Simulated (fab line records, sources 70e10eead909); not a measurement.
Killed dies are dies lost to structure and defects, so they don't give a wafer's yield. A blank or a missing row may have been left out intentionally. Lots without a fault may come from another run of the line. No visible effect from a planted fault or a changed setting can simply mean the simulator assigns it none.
Chamber matching | flow nandHarc | 4 sister chambers for NHARC_THIN_TSV_DESCUM_35 on rieDiel-12
The step chemistry O2, time 3 s. 14 wafers are shown with their chamber, then 7 later ones without.

## EACH WAFER AND ITS CHAMBER
wafer  | chamber | drypumpMotorCurrentA (A) | o2FlowSccm (sccm) | rfVppV (V)
L380.2 | 3       | 5.6                      | 200.0             | 56.3
L380.3 | 0       | 6.2                      | 199.7             | 56.2
L380.5 | 1       | 5.6                      | 200.3             | 56.9
L381.3 | 3       | 5.6                      | 200.6             | 59.3
L381.5 | 1       | 5.6                      | 200.9             | 57.7
L381.6 | 0       | 6.1                      | 199.2             | 58.1
L387.2 | 0       | 6.2                      | 200.3             | 58.9
L387.4 | 3       | 5.6                      | 200.0             | 59.0
L387.5 | 3       | 5.6                      | 199.7             | 59.5
L394.2 | 3       | 5.6                      | 199.4             | 57.5
L394.3 | 0       | 6.1                      | 198.8             | 57.3
L394.4 | 2       | 5.5                      | 199.9             | 58.1
L397.3 | 1       | 5.6                      | 200.2             | 56.7
L397.4 | 2       | 5.6                      | 199.4             | 57.4

SIGNATURES (means of the wafers above)
reading              | chamber 0 | chamber 1 | chamber 2 | chamber 3 | scatter within a chamber
drypumpMotorCurrentA | 6.150     | 5.600     | 5.550     | 5.600     | 0.0387
o2FlowSccm           | 199.500   | 200.467   | 199.650   | 199.940   | 0.496
rfVppV               | 57.625    | 57.100    | 57.750    | 58.320    | 1.11
Rule: distance of a wafer from a chamber = root of the sum over the readings of ((wafer's reading minus chamber's mean) / reading's scatter) squared. If the next closest chamber is less than 2 further off than the closest, the wafer can't be placed; otherwise it belongs to the closest. The scatter: the root of (the sum of the squares of (reading less its chamber's mean) over the shown wafers, divided by (wafers less chambers)).

## WAFERS WITH NO CHAMBER GIVEN
wafer  | drypumpMotorCurrentA (A) | o2FlowSccm (sccm) | rfVppV (V)
L397.5 | 5.6                      | 200.4             | 59.1
L399.1 | 5.6                      | 201.0             | 58.8
L399.3 | 6.2                      | 201.0             | 58.2
L399.6 | 5.6                      | 201.1             | 57.4
L400.1 | 5.6                      | 200.6             | 57.0
L400.4 | 5.6                      | 199.7             | 57.1
L400.5 | 5.6                      | 199.8             | 56.1

## WHICH CHAMBER EACH WENT THROUGH
wafer  | from the rows above          | in truth
L397.5 | can't be placed: 3 or 1 or 2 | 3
L399.1 | can't be placed: 1 or 3 or 2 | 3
L399.3 | 0                            | 0
L399.6 | can't be placed: 1 or 3 or 2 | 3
L400.1 | can't be placed: 1 or 3      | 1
L400.4 | can't be placed: 3 or 2 or 1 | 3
L400.5 | can't be placed: 1 or 2 or 3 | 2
Placed correctly: 1 of 7. Can't be placed from these rows: 6 (the true chamber is among the candidates in 6). 0 placed wrongly.
